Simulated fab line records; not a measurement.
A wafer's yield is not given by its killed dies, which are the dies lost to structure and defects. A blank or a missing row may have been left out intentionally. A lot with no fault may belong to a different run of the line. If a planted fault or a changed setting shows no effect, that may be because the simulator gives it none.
Chamber matching ; flow n5Finfet ; 3 sister chambers for N5_BEOL_M2_CO_CAP_55 on cvdCo-02
The step material Co, precursor CCTBA/H2, target thk 2 nm, time 102.1 s. 3 wafers are shown with their chamber, then 7 later ones without.

WAFERS WITH THEIR CHAMBER
wafer;chamber;heaterPowerW (W)
L210.2;2;233
L215.3;0;226
L215.5;1;223

WAFERS WHOSE CHAMBER IS MISSING
wafer;heaterPowerW (W)
L215.6;218
L213.3;223
L213.4;220
L213.6;232
L214.2;223
L214.5;224
L214.6;222

EACH ONE'S CHAMBER
wafer;from the rows above;in truth
L215.6;can't be placed: 1 or 0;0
L213.3;can't be placed: 1 or 0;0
L213.4;can't be placed: 1 or 0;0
L213.6;2;2
L214.2;can't be placed: 1 or 0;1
L214.5;can't be placed: 1 or 0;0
L214.6;can't be placed: 1 or 0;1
Placed correctly: 1 of 7. Cannot be placed on the basis of these rows: 6; the candidates contain the true chamber in 6. 0 placed wrongly.
How it was worked out, from the rows above alone: a wafer's distance from a chamber is the root of the sum, over the readings, of the square of ((its reading less the chamber's mean) divided by the reading's scatter). If the next closest chamber is less than 2 further off than the closest, the wafer can't be placed; otherwise it belongs to the closest. Each chamber's mean is taken over the wafers shown for it. The scatter: with one shown wafer a chamber, the root of the mean of the squares of how far each hidden wafer lies from its nearest shown one.
